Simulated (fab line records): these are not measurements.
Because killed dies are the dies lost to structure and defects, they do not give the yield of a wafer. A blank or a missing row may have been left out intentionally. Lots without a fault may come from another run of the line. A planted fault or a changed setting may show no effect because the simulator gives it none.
Chamber matching :: flow nand-harc :: NHARC_A_CHANNEL_FILL_D1_ALD_25 on ald-hk-01: 4 sister chambers
The step deposits SiOx, target thk 60 nm, pulse time 10 s, ald cycles 600. 18 wafers are shown with their chamber, then 9 later ones without.

## EACH WAFER AND ITS CHAMBER
wafer: L075.4
chamber: 1
heater-power-w (W): 493
precursor-pulse-height-rel: 1.008

wafer: L075.1
chamber: 0
heater-power-w (W): 448
precursor-pulse-height-rel: 1.013

wafer: L075.2
chamber: 3
heater-power-w (W): 546
precursor-pulse-height-rel: 0.974

wafer: L080.3
chamber: 1
heater-power-w (W): 479
precursor-pulse-height-rel: 1.000

wafer: L080.4
chamber: 3
heater-power-w (W): 541
precursor-pulse-height-rel: 1.015

wafer: L080.5
chamber: 1
heater-power-w (W): 497
precursor-pulse-height-rel: 0.991

wafer: L082.1
chamber: 0
heater-power-w (W): 431
precursor-pulse-height-rel: 1.005

wafer: L082.2
chamber: 3
heater-power-w (W): 522
precursor-pulse-height-rel: 1.036

wafer: L082.6
chamber: 3
heater-power-w (W): 534
precursor-pulse-height-rel: 0.978

wafer: L084.1
chamber: 0
heater-power-w (W): 441
precursor-pulse-height-rel: 1.003

wafer: L084.3
chamber: 3
heater-power-w (W): 523
precursor-pulse-height-rel: 1.021

wafer: L084.6
chamber: 0
heater-power-w (W): 456
precursor-pulse-height-rel: 0.972

wafer: L087.3
chamber: 0
heater-power-w (W): 442
precursor-pulse-height-rel: 1.005

wafer: L087.2
chamber: 3
heater-power-w (W): 513
precursor-pulse-height-rel: 1.014

wafer: L087.5
chamber: 1
heater-power-w (W): 498
precursor-pulse-height-rel: 1.013

wafer: L090.3
chamber: 2
heater-power-w (W): 471
precursor-pulse-height-rel: 0.982

wafer: L090.2
chamber: 0
heater-power-w (W): 447
precursor-pulse-height-rel: 0.977

wafer: L090.4
chamber: 1
heater-power-w (W): 490
precursor-pulse-height-rel: 1.028

SIGNATURES (averages over the wafers above)
reading: heater-power-w
chamber 0: 444.17
chamber 1: 491.40
chamber 2: 471.00
chamber 3: 529.83
scatter within a chamber: 9.92

reading: precursor-pulse-height-rel
chamber 0: 0.99583
chamber 1: 1.00800
chamber 2: 0.98200
chamber 3: 1.00633
scatter within a chamber: 0.0194
Rule: distance of a wafer from a chamber = root of the sum over the readings of ((wafer's reading minus chamber's mean) / reading's scatter) squared. If the next closest chamber is less than 2 further off than the closest, the wafer can't be placed; otherwise it belongs to the closest. How the scatter is found: for the shown wafers, subtract from each reading the mean of its chamber, square and add these, divide the total by (wafers less chambers), then take the root.

## WAFERS WITHOUT THEIR CHAMBER
wafer: L091.2
heater-power-w (W): 476
precursor-pulse-height-rel: 1.009

wafer: L091.4
heater-power-w (W): 518
precursor-pulse-height-rel: 0.986

wafer: L091.5
heater-power-w (W): 471
precursor-pulse-height-rel: 0.969

wafer: L093.4
heater-power-w (W): 530
precursor-pulse-height-rel: 0.969

wafer: L093.1
heater-power-w (W): 501
precursor-pulse-height-rel: 0.997

wafer: L093.6
heater-power-w (W): 439
precursor-pulse-height-rel: 0.987

wafer: L095.1
heater-power-w (W): 531
precursor-pulse-height-rel: 1.032

wafer: L095.3
heater-power-w (W): 489
precursor-pulse-height-rel: 1.026

wafer: L095.5
heater-power-w (W): 472
precursor-pulse-height-rel: 1.024

## EACH ONE'S CHAMBER
wafer: L091.2
from the rows above: can't be placed: 2 or 1 or 0
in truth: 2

wafer: L091.4
from the rows above: can't be placed: 3 or 1
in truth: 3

wafer: L091.5
from the rows above: 2
in truth: 2

wafer: L093.4
from the rows above: 3
in truth: 3

wafer: L093.1
from the rows above: can't be placed: 1 or 3 or 2
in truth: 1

wafer: L093.6
from the rows above: 0
in truth: 0

wafer: L095.1
from the rows above: 3
in truth: 3

wafer: L095.3
from the rows above: can't be placed: 1 or 2
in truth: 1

wafer: L095.5
from the rows above: can't be placed: 1 or 2 or 0
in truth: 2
Placed correctly: 4 of 9. These rows do not allow placing 5 (true chamber among the candidates in 5). 0 placed wrongly.
